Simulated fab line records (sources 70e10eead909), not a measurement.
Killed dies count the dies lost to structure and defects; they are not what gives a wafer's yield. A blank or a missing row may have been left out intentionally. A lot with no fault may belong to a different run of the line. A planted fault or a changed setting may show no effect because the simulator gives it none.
Which of the tools did it? + flow nandHarc + route of 1159 steps, sampled at 1 step: 12 lots, 36 wafers

== WHAT THE GAUGES READ, wafer by wafer ==
NHARC_A_SLIT_OVL_MEAS_10.
| lot  | measured     | on         | overlayXNm (nm) |
|------|--------------|------------|-----------------|
| L075 | day 14 13:52 | overlay-01 | 1.4 0.7 0.4     |
| L076 | day 15 00:42 | overlay-01 | -1.5 -0.7 -0.6  |
| L078 | day 15 02:32 | overlay-01 | -2.3 -2.5 -1.7  |
| L080 | day 16 05:56 | overlay-01 | 1.4 1.8 1.5     |
| L083 | day 16 19:35 | overlay-02 | 0.2 0.2 0.2     |
| L086 | day 17 02:21 | overlay-02 | -0.4 -0.1 -0.4  |
| L089 | day 18 05:50 | overlay-01 | 0.3 0.4 0.7     |
| L091 | day 18 11:25 | overlay-02 | 0.4 0.8 0.1     |
| L088 | day 18 13:21 | overlay-02 | -0.7 -0.4 -0.2  |
| L093 | day 19 02:57 | overlay-01 | 0.8 1.1 0.6     |
| L092 | day 19 15:31 | overlay-01 | 1.1 0.7 0.9     |
| L096 | day 20 02:31 | overlay-02 | -0.4 -1.0 -0.3  |

== WHAT TOOL EACH LOT RAN ON (gives the tool, then ch and the chambers of the sampled wafers, and finally the start) ==
The record holds no process step before these readings.

== THE ANSWER, worked out from the rows above alone ==
Rule: what is usual is taken from the lots themselves. The widest of any qualifying gaps counts: lots, ordered by their means at a reading, are off when they make up no more than a third of the lots, leave a main group of 4 or more, and stand apart from it by 3 or more times the standard deviation of that group's means. Not used: any main group whose means are identical at the precision the tables above print for the reading. Also off: a lot with no number at a reading for which 4 or more lots have one. Where the step has rows for the other lots, those lots are counted as sound.
No lot is off at any reading shown: from this, nothing can be told.

== WHAT THE SIMULATOR HAD INSERTED ==
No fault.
